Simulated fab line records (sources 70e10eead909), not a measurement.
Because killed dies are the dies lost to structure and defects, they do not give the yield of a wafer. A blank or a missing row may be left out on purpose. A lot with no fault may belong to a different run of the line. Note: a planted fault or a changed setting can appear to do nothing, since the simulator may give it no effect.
Chamber matching ; flow nand harc ; rie diel-07 running NHARC_A_CHANNEL_FILL_D1_STRIP_28: 4 sister chambers
The step strips in O2, time 20 s. 27 wafers are shown with their chamber, then 12 later ones without.

== WAFERS PAIRED WITH THEIR CHAMBERS ==
wafer;chamber;showerhead plenum p Torr (Torr);drypump motor current A (A);rf vpp V (V)
L076.2;2;3.78;5.8;58.6
L076.5;1;3.59;6.7;58.0
L076.6;0;3.33;5.4;54.5
L080.1;3;3.59;6.3;57.7
L080.5;0;3.33;5.4;57.5
L080.6;1;3.59;6.7;56.5
L078.3;1;3.59;6.7;56.3
L078.4;2;3.78;5.8;59.3
L078.5;2;3.78;5.8;59.5
L082.2;1;3.59;6.7;57.5
L082.4;3;3.59;6.3;56.9
L082.6;0;3.33;5.4;57.7
L084.1;2;3.78;5.8;58.2
L084.5;3;3.59;6.3;57.3
L084.6;2;3.78;5.8;57.5
L086.2;1;3.59;6.6;58.0
L086.3;3;3.59;6.3;59.3
L086.5;3;3.58;6.3;58.1
L085.1;0;3.33;5.5;57.4
L085.5;1;3.59;6.7;58.6
L085.6;2;3.78;5.8;57.8
L089.2;0;3.33;5.4;57.1
L089.3;1;3.59;6.6;57.4
L089.5;3;3.58;6.3;57.1
L090.1;2;3.78;5.8;57.6
L090.3;3;3.58;6.3;57.0
L090.5;0;3.33;5.4;58.1

SIGNATURES (averages over the wafers above)
reading;chamber 0;chamber 1;chamber 2;chamber 3;scatter within a chamber
showerhead plenum p Torr;3.3300;3.5900;3.7800;3.5857;0.00273
drypump motor current A;5.417;6.671;5.800;6.300;0.0314
rf vpp V;57.050;57.471;58.357;57.629;0.95
Rule: for each reading, subtract the chamber's mean from the wafer's reading, divide by that reading's scatter and square the result; add these up over the readings and take the root, which gives the wafer's distance from the chamber. The wafer belongs to the nearest chamber; if the next one is less than 2 further off, it can't be placed. The scatter: the root of (the sum of the squares of (reading less its chamber's mean) over the shown wafers, divided by (wafers less chambers)).

== WAFERS MISSING THEIR CHAMBER ==
wafer;showerhead plenum p Torr (Torr);drypump motor current A (A);rf vpp V (V)
L093.2;3.78;5.8;58.0
L093.3;3.58;6.3;58.6
L093.6;3.77;5.8;58.5
L092.1;3.58;6.3;57.7
L092.4;3.33;5.5;57.5
L092.6;3.59;6.7;56.7
L094.1;3.78;5.8;57.8
L094.3;3.33;5.5;57.7
L094.5;3.33;5.4;57.3
L097.2;3.77;5.8;59.2
L097.3;3.58;6.4;59.4
L097.5;3.59;6.7;57.9

== CHAMBER TAKEN BY EACH ==
wafer;from the rows above;in truth
L093.2;2;2
L093.3;3;3
L093.6;2;2
L092.1;3;3
L092.4;0;0
L092.6;1;1
L094.1;2;2
L094.3;0;0
L094.5;0;0
L097.2;2;2
L097.3;3;3
L097.5;1;1
Correct placement for 12 of the 12. Left unplaced by these rows: 0. Number placed wrongly: 0.
